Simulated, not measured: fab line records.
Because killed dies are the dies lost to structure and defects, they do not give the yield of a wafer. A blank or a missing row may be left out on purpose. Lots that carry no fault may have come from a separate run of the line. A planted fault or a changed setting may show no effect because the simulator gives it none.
Comparing a struck lot with a sound one ; flow n5 finfet ; 14 out of 1938 route steps
Sound: the wafers L382.1, L382.4, L382.5. Struck: wafers L387.3, L387.4. (L387.5 of the same lot was not struck and is left out.) The cause comes at the end.
Order at every step that has rows: each side's tool, ch and its chambers, its first start. Under that, the readings that differ: sound wafers ; struck wafers ; difference of the means ; sigmas: that difference in standard deviations of wafers without a fault.
alike: readings with means less than 2 such deviations apart, plus words and numbers identical on both sides. not compared: withheld readings, readings lacking a value on some wafer, bounds such as >300 that could conceal the same value, and numbers that have no deviation in the record and whose values overlap.
Wherever a step has rows on one side only, a row that says differs or no value, or a row with sigmas, the two part there. Numbers that don't overlap but have no deviation are shown without sigmas and don't part them. Lack of a reading on every wafer of one side parts them only where that side has two or more wafers.

first, 1 step without rows for these wafers: N5_BEOL_M11_CURE_72 (cures SiCOH lowk, time 120 s).
N5_BEOL_M11_DEGAS_44: time 60 s.
  sound: pvd sputter-03 at day 10 13:15; struck: pvd sputter-03 at day 11 21:49
  alike: heater power w
N5_BEOL_M11_PRE_CLEAN_45: time 30 s.
  sound: pvd sputter-03 at day 10 13:17; struck: pvd sputter-03 at day 11 21:51
  alike: heater power w
N5_BEOL_M11_ALD_74: deposits TaN, target thk 2 nm, pulse time 2 s, purge time 3 s.
  sound on ald metal-01 ch 0,1, day 10 13:22; struck on ald metal-04 ch 1,3, day 11 22:01
  alike: chamber pressure Torr, heater power outer w, heater power w
N5_BEOL_M11_SURFACE_TREAT_76:
  sound: pvd sputter-03 at day 10 13:39; struck: pvd sputter-03 at day 11 22:19
  not compared: throttle valve pct
then, 1 step without rows for these wafers: N5_BEOL_M11_CVD_75 (deposits Co from CCTBA/H2, target thk 2 nm, time 138.9 s).
N5_BEOL_M11_SPUTTER_48: material Cu, target thk 12 nm, time 2 s.
  sound: pvd sputter-01 at day 10 13:53; struck: pvd sputter-01 at day 11 22:32
  alike: throttle valve pct
then, 3 steps without rows for these wafers: N5_BEOL_M11_ECD_50 (material Cu, target thk 318 nm); N5_BEOL_M11_ANNEAL_51 (time 90 s); N5_BEOL_M11_CMP_52 (polishes, stops on SiCOH lowk, t overpolish 7 s, target thk 140 nm).
N5_BEOL_M11_THK_MEAS_53: measures by xrf.
  sound: film metro-01 at day 10 14:43; struck: film metro-02 at day 11 23:38
reading;sound;struck;difference;sigmas
M11_THK (nm);156 149 156;144 144;-10;-3
then, 1 step without rows for these wafers: N5_BEOL_M11_PRE_CLEAN_55 (time 15 s).
N5_BEOL_M11_DEP_56: deposits SiCN from 3MS/NH3, target thk 30 nm, time 10.5 s.
  sound on pecvd-01 ch 0,1, day 10 14:46; struck on pecvd-04 ch 0,1, day 11 23:44
reading;sound;struck;difference;sigmas
model.SiCN_of_BEOL_M11_DEP_56.thk nm (nm);30 30.4 30.4;46 45.8;+16;
  alike: chamber pressure Torr, showerhead plenum p Torr, throttle valve pct
N5_BEOL_M11_RS_MEAS_57: uses a four-point probe to measure.
  sound: film metro-01 at day 10 14:50; struck: film metro-02 at day 11 23:47
reading;sound;struck;difference;sigmas
M11_RS (ohm/sq);0.142 0.148 0.141;0.153 0.152;+0.009;+2

## WHERE THEY PART
At N5_BEOL_M11_THK_MEAS_53 first; at N5_BEOL_M11_RS_MEAS_57 last (within this record only).

WHY: whatever the simulator had introduced
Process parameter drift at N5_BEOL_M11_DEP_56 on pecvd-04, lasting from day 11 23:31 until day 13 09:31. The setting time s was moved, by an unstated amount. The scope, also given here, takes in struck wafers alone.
